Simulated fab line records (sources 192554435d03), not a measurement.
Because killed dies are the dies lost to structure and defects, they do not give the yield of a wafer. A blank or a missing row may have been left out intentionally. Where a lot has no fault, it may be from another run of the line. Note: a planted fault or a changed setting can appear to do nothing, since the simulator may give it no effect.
Chamber matching | flow n5Finfet | 4 sister chambers for N5_BEOL_M11_DESCUM_16 on rieDiel-05
The step chemistry O2, time 7.9 s. 8 wafers are shown with their chamber, then 7 later ones without.

## WAFERS PAIRED WITH THEIR CHAMBERS
wafer  | chamber | drypumpMotorCurrentA (A) | throttleValvePct (%)
L081.5 | 2       | 6.7                      | 20.12
L084.5 | 1       | 5.7                      | 20.66
L084.6 | 0       | 6.0                      | 19.99
L086.2 | 1       | 5.7                      | 20.64
L086.3 | 3       | 5.2                      | 20.52
L086.4 | 2       | 6.7                      | 20.12
L090.1 | 0       | 5.9                      | 19.99
L090.2 | 3       | 5.2                      | 20.51

## WAFERS WITH NO CHAMBER GIVEN
wafer  | drypumpMotorCurrentA (A) | throttleValvePct (%)
L090.4 | 5.7                      | 20.67
L087.2 | 5.9                      | 19.99
L087.3 | 5.2                      | 20.54
L087.4 | 5.7                      | 20.65
L089.2 | 5.9                      | 20.02
L089.4 | 5.7                      | 20.67
L089.5 | 6.7                      | 20.13

## WHICH CHAMBER EACH WENT THROUGH
wafer  | from the rows above | in truth
L090.4 | 1                   | 1
L087.2 | 0                   | 0
L087.3 | 3                   | 3
L087.4 | 1                   | 1
L089.2 | 0                   | 0
L089.4 | 1                   | 1
L089.5 | 2                   | 2
7 of 7 placed correctly. From these rows, 0 cannot be placed. Placed wrongly: 0.
How it was worked out, from the rows above alone: a wafer's distance from a chamber is the root of the sum, over the readings, of the square of ((its reading less the chamber's mean) divided by the reading's scatter). If the next closest chamber is less than 2 further off than the closest, the wafer can't be placed; otherwise it belongs to the closest. The mean given for a chamber averages the wafers shown for that chamber. The scatter is the square root of a quotient: the sum, over the shown wafers, of each reading's squared deviation from its chamber's mean, divided by wafers minus chambers.
